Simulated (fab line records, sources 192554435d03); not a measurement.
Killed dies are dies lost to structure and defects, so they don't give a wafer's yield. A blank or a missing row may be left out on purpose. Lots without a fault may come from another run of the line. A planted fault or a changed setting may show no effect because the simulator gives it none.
Split-lot experiment | flow n5_finfet | 7 lots, 21 wafers read, on a route of 1938 steps

THE SPLIT
At N5_FIN_CUT_ETCH_21 (etches SOC in N2/H2, target depth 219 nm, overetch 43.8 nm, time 523.5 s), the setting bias_w was moved away from the recipe's 61 W on 7 of the 21 wafers read, by -17.5% to +14.1%. The other wafers ran this setting at the recipe's value.

The reading is taken at the split's own step.

THE READING
rf_vpp_V, in V, at N5_FIN_CUT_ETCH_21 (etches SOC in N2/H2, target depth 219 nm, overetch 43.8 nm, time 523.5 s). Fault-free wafers of this fab line usually give 240.6 V, standard deviation 1.3 V.

wafer  | tool, chamber at the split | bias_w as run, W | against the recipe | rf_vpp_V, V | against lot-mates on the recipe
L074.3 | rie_diel-03, 0             | 52.27            | -14.3%             | 219.4       | -22.0
L074.5 | rie_diel-03, 0             | 61               | recipe             | 243.0       | -
L074.6 | rie_diel-03, 2             | 61               | recipe             | 239.9       | -
L076.1 | rie_diel-04, 0             | 56.82            | -6.9%              | 230.7       | -9.7
L076.2 | rie_diel-04, 2             | 61               | recipe             | 240.4       | -
L076.5 | rie_diel-04, 2             | 56.82            | -6.9%              | 230.0       | -10.4
L081.1 | rie_diel-04, 0             | 69.63            | +14.1%             | 264.3       | +23.1
L081.2 | rie_diel-04, 2             | 61               | recipe             | 241.2       | -
L081.6 | rie_diel-04, 2             | 69.63            | +14.1%             | 262.1       | +20.9
L083.1 | rie_diel-03, 2             | 61               | recipe             | 239.4       | -
L083.3 | rie_diel-03, 1             | 61               | recipe             | 240.8       | -
L083.4 | rie_diel-03, 1             | 61               | recipe             | 240.6       | -
L086.2 | rie_diel-04, 0             | 61               | recipe             | 242.4       | -
L086.5 | rie_diel-04, 1             | 61               | recipe             | 241.0       | -
L086.6 | rie_diel-04, 0             | 61               | recipe             | 242.7       | -
L087.3 | rie_diel-04, 2             | 50.35            | -17.5%             | 212.5       | -29.2
L087.4 | rie_diel-04, 0             | 61               | recipe             | 241.5       | -
L087.5 | rie_diel-04, 0             | 61               | recipe             | 241.8       | -
L092.1 | rie_diel-03, 0             | 65.14            | +6.8%              | 251.7       | +10.0
L092.5 | rie_diel-03, 1             | 61               | recipe             | 241.8       | -
L092.6 | rie_diel-03, 0             | 61               | recipe             | 241.5       | -

THE FIT
A straight line over all 21 wafers: rf_vpp_V changes by +1.58 V for each +1% of bias_w; r = +1.00; the points scatter about the line by 1 V.
The same after taking each lot's own level away (the mean of its wafers on the recipe; 21 wafers): +1.57 V for each +1%; r = +1.00; scatter 0.89 V.
On that fit, the largest move of bias_w shifts the reading by 27 V.
The lots' own levels span 240.27 to 242.03 V, that is 1.4 times the standard deviation above.
So the lot-to-lot level changes the slope little: the two slopes agree.
Check: with one of the wafers moved furthest among these (-17.5%) left out of the fit, the line predicts -26.7 V for it against its lot-mates. It came out at -29.2 V against them.
Tool readings at the split's step, against how far the setting was moved: rf_vpp_V r = +1.00.

OTHER SPLITS ON THESE WAFERS
These wafers also went through other splits before the reading. Each is held against what the fit with the lots' levels taken away leaves over:
other split on the same wafers           | wafers away from the commonest value | r with rf_vpp_V (lot level and that fit taken away)
N5_PMOS_HMC_CHANNEL_EPI_HM_DEP_34 time_s | 7                                    | -0.06
N5_PMOS_HMC_CHANNEL_EPI_ETCH_32 bias_w   | 3                                    | -0.25
N5_FIN_SAQP_SPACER1_ALD_24 ald_cycles    | 8                                    | +0.14
N5_FIN_CUT_EXPOSE_05 dose_mj             | 5                                    | +0.34

THE WHOLE CHAIN: every reading that the file lists as answering this split, in the file's order
step               | what it does                                                             | reading                                                                          | change (the file's fit)               | r (the file's)
N5_FIN_CUT_ETCH_21 | etches SOC in N2/H2, target depth 219 nm, overetch 43.8 nm, time 523.5 s | rf_vpp_V                                                                         | +1.59 V for each +1% of the setting   | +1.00
N5_FIN_CUT_ETCH_21 | etches SOC in N2/H2, target depth 219 nm, overetch 43.8 nm, time 523.5 s | SiARC_of_FIN_CUT_COAT_19.thk_nm (the simulator's own value, which no gauge read) | -0.054 nm for each +1% of the setting | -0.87

THE FILE'S OWN FIT
rf_vpp_V changes by +1.59 V for each +1% of bias_w, r = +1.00.
